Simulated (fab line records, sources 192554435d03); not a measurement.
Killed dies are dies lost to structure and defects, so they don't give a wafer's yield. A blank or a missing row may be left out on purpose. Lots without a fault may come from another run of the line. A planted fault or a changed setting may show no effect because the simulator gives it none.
Which tool did it? | flow n5_finfet | 24 lots, 72 wafers sampled, at 4 steps of a route of 1938

WHAT THE GAUGES READ, wafer by wafer
N5_WELL_APT_OVL_MEAS_09.
lot  | measured    | on         | NWELL_OVL (nm)
L074 | day 1 13:43 | overlay-02 | 1 8 4
L075 | day 1 19:43 | overlay-01 | 5 3 3
L076 | day 2 01:47 | overlay-02 | 4 0 -9
L077 | day 2 07:46 | overlay-02 | 3 1 2
L078 | day 2 13:43 | overlay-01 | 7 -4 0
L079 | day 2 19:45 | overlay-01 | -2 7 3
L080 | day 3 01:50 | overlay-02 | -11 -11 -8
L081 | day 3 07:43 | overlay-01 | 7 3 1
L082 | day 3 13:41 | overlay-02 | 4 9 5
L083 | day 3 19:43 | overlay-01 | 8 10 -1
L084 | day 4 01:35 | overlay-02 | 7 0 0
L085 | day 4 07:35 | overlay-01 | 3 -6 2
L086 | day 4 13:52 | overlay-01 | 5 6 5
L087 | day 4 19:35 | overlay-02 | -1 -8 -2
L088 | day 5 01:50 | overlay-01 | 4 -5 0
L089 | day 5 07:47 | overlay-01 | 11 14 2
L090 | day 5 13:40 | overlay-01 | 15 15 10
L091 | day 5 19:43 | overlay-02 | 7 11 5
L092 | day 6 01:35 | overlay-01 | 5 4 6
L093 | day 6 07:35 | overlay-02 | 4 8 3
L094 | day 6 14:01 | overlay-02 | 1 2 7
L095 | day 6 19:59 | overlay-02 | 1 -3 0
L096 | day 7 02:06 | overlay-02 | 10 4 3
L097 | day 7 08:01 | overlay-02 | 3 1 3

N5_WELL_APT_CD_MEAS_25: target cd 200 nm.
lot  | measured    | on        | cd_nm (nm)
L074 | day 1 15:23 | cd_sem-03 | 198.1 197.5 197.6
L075 | day 1 20:57 | cd_sem-02 | 198.3 199.3 199.6
L076 | day 2 03:01 | cd_sem-03 | 201.3 195.8 199.4
L077 | day 2 08:51 | cd_sem-02 | 200.8 198.8 200.3
L078 | day 2 14:50 | cd_sem-01 | 202.7 201.8 202.5
L079 | day 2 20:50 | cd_sem-01 | 194.1 196.8 197.2
L080 | day 3 03:02 | cd_sem-02 | 197.4 200.0 198.9
L081 | day 3 08:49 | cd_sem-02 | 200.7 200.6 199.6
L082 | day 3 14:46 | cd_sem-02 | 196.8 198.0 200.0
L083 | day 3 20:49 | cd_sem-01 | 197.8 201.5 195.7
L084 | day 4 02:56 | cd_sem-01 | 197.0 198.2 198.3
L085 | day 4 08:48 | cd_sem-02 | 193.3 195.9 196.9
L086 | day 4 15:15 | cd_sem-01 | 195.0 197.5 200.6
L087 | day 4 21:44 | cd_sem-02 | 200.4 199.6 201.6
L088 | day 5 02:58 | cd_sem-01 | 200.0 200.2 202.7
L089 | day 5 09:49 | cd_sem-01 | 200.1 199.3 197.8
L090 | day 5 14:48 | cd_sem-02 | 198.8 197.8 197.6
L091 | day 5 21:46 | cd_sem-01 | 196.9 198.0 200.5
L092 | day 6 02:52 | cd_sem-03 | 198.3 199.0 199.2
L093 | day 6 09:05 | cd_sem-01 | 199.9 198.7 199.0
L094 | day 6 15:22 | cd_sem-01 | 197.9 197.4 198.8
L095 | day 6 21:20 | cd_sem-01 | 198.5 199.4 201.2
L096 | day 7 03:20 | cd_sem-03 | 195.7 200.2 198.9
L097 | day 7 09:21 | cd_sem-02 | 197.4 197.3 197.2

N5_WELL_APT_OVL_MEAS_26.
lot  | measured    | on         | PWELL_OVL (nm)
L074 | day 1 15:24 | overlay-02 | 8 0 7
L075 | day 1 20:59 | overlay-01 | -9 3 1
L076 | day 2 03:02 | overlay-02 | 8 -2 4
L077 | day 2 08:53 | overlay-02 | 0 2 5
L078 | day 2 14:51 | overlay-02 | -4 -7 -3
L079 | day 2 20:52 | overlay-01 | 0 3 0
L080 | day 3 03:04 | overlay-02 | -2 0 -7
L081 | day 3 08:51 | overlay-01 | -3 6 8
L082 | day 3 14:48 | overlay-01 | -2 2 0
L083 | day 3 20:51 | overlay-01 | 6 3 6
L084 | day 4 02:58 | overlay-01 | -2 2 6
L085 | day 4 08:50 | overlay-01 | 0 0 0
L086 | day 4 15:17 | overlay-01 | 2 3 -2
L087 | day 4 21:46 | overlay-02 | 5 3 -5
L088 | day 5 03:00 | overlay-01 | -4 2 -10
L089 | day 5 09:50 | overlay-02 | 2 0 4
L090 | day 5 14:50 | overlay-01 | -7 -1 3
L091 | day 5 21:47 | overlay-02 | -8 -7 -9
L092 | day 6 02:53 | overlay-02 | -4 0 -10
L093 | day 6 09:07 | overlay-01 | -1 11 2
L094 | day 6 15:24 | overlay-02 | -4 -4 -11
L095 | day 6 21:22 | overlay-02 | -1 -1 6
L096 | day 7 03:22 | overlay-02 | -1 -5 6
L097 | day 7 09:23 | overlay-01 | -7 7 0

WHICH TOOL RAN EACH LOT (tool, then ch and the chambers of the sampled wafers, then the start)
lot  | N5_ZERO_LAYER_DESCUM_16
L074 | rie_diel-06 ch 0,2,3, day 1 12:41
L075 | rie_diel-04 ch 0,1, day 1 18:49
L076 | rie_diel-02 ch 0,1,3, day 2 00:53
L077 | rie_diel-06 ch 0,3, day 2 06:42
L078 | rie_diel-04 ch 0,1,3, day 2 12:48
L079 | rie_diel-04 ch 0,1,3, day 2 18:49
L080 | rie_diel-02 ch 0,3, day 3 00:49
L081 | rie_diel-06 ch 0,3, day 3 06:48
L082 | rie_diel-02 ch 0,1,3, day 3 12:46
L083 | rie_diel-06 ch 1,2,3, day 3 18:48
L084 | rie_diel-06 ch 1,3, day 4 00:41
L085 | rie_diel-06 ch 1,2,3, day 4 06:41
L086 | rie_diel-04 ch 0,2,3, day 4 12:57
L087 | rie_diel-04 ch 0,3, day 4 18:41
L088 | rie_diel-06 ch 0,1,3, day 5 00:49
L089 | rie_diel-06 ch 0,2,3, day 5 06:48
L090 | rie_diel-02 ch 0,1,3, day 5 12:45
L091 | rie_diel-02 ch 0,1,3, day 5 18:48
L092 | rie_diel-02 ch 1,2,3, day 6 00:42
L093 | rie_diel-02 ch 1,2, day 6 06:41
L094 | rie_diel-06 ch 1,2,3, day 6 12:42
L095 | rie_diel-04 ch 0,1,3, day 6 18:50
L096 | rie_diel-04 ch 0,1,2, day 7 01:04
L097 | rie_diel-06 ch 0,1,2, day 7 06:43
- N5_ZERO_LAYER_DESCUM_16: chemistry O2, time 7.9 s.

WHAT THE TOOLS THEMSELVES READ (means of the sampled wafers that have a number; where no wafer has one, the mark that the record gives instead)
N5_ZERO_LAYER_DESCUM_16.
lot  | tool        | drypump_motor_current_A (A) | oes_product_au (a.u.) | rf_vpp_V (V) | showerhead_plenum_p_Torr (Torr) | throttle_valve_pct (%)
L074 | rie_diel-06 | 5.5                         | 0.82                  | 242.6        | 2.09                            | 20.47
L075 | rie_diel-04 | 5.9                         | 0.79                  | 243.6        | 2.07                            | 20.16
L076 | rie_diel-02 | 5.6                         | 0.75                  | 244.2        | 2.15                            | 20.66
L077 | rie_diel-06 | 5.2                         | 0.75                  | 243.0        | 2.12                            | 20.43
L078 | rie_diel-04 | 5.7                         | 0.79                  | 243.3        | 2.10                            | 20.19
L079 | rie_diel-04 | 5.7                         | 0.80                  | 243.9        | 2.10                            | 20.20
L080 | rie_diel-02 | 5.4                         | 0.76                  | 243.5        | 2.14                            | 20.63
L081 | rie_diel-06 | 5.4                         | 0.76                  | 243.0        | 2.07                            | 20.61
L082 | rie_diel-02 | 5.6                         | 0.84                  | 243.7        | 2.15                            | 20.60
L083 | rie_diel-06 | 5.6                         | 0.84                  | 242.7        | 2.07                            | 20.58
L084 | rie_diel-06 | 5.4                         | 0.80                  | 243.1        | 2.08                            | 20.61
L085 | rie_diel-06 | 5.6                         | 0.82                  | 242.9        | 2.07                            | 20.60
L086 | rie_diel-04 | 5.8                         | 0.75                  | 243.8        | 2.14                            | 20.22
L087 | rie_diel-04 | 5.8                         | 0.74                  | 242.4        | 2.09                            | 20.17
L088 | rie_diel-06 | 5.3                         | 0.76                  | 242.5        | 2.10                            | 20.54
L089 | rie_diel-06 | 5.5                         | 0.79                  | 242.7        | 2.08                            | 20.52
L090 | rie_diel-02 | 5.6                         | 0.82                  | 243.5        | 2.14                            | 20.63
L091 | rie_diel-02 | 5.6                         | 0.81                  | 243.0        | 2.14                            | 20.63
L092 | rie_diel-02 | 5.6                         | 0.82                  | 243.7        | 2.12                            | 20.40
L093 | rie_diel-02 | 5.7                         | 0.78                  | 243.3        | 2.10                            | 20.46
L094 | rie_diel-06 | 5.6                         | 0.81                  | 242.3        | 2.06                            | 20.62
L095 | rie_diel-04 | 5.7                         | 0.77                  | 242.2        | 2.09                            | 20.24
L096 | rie_diel-04 | 5.9                         | 0.77                  | 243.1        | 2.10                            | 20.27
L097 | rie_diel-06 | 5.5                         | 0.78                  | 243.0        | 2.10                            | 20.43

THE ANSWER, worked out from the rows above alone
Rule: what is usual is taken from the lots themselves. Put in order of their means at a reading, lots are off if they are a third of the lots or fewer, leave a main group of 4 or more, and stand apart from it by a gap of 3 or more times the standard deviation of the main group's means; of several such gaps the widest counts. A main group whose means are all the same, to the digits that the tables above print for the reading, isn't used. A lot without any number at a reading at which 4 lots or more have one is off too. The other lots that the step has rows for count as sound. The gauges are gone through in route order, then the tools' own readings, and for those a lot's mean is taken as printed above. The first step at which some lot is off is used, and at that step the reading that is off furthest; a lot without a number counts as furthest.
No lot is off at any reading shown: from this, nothing can be told.

WHAT THE SIMULATOR HAD PUT IN
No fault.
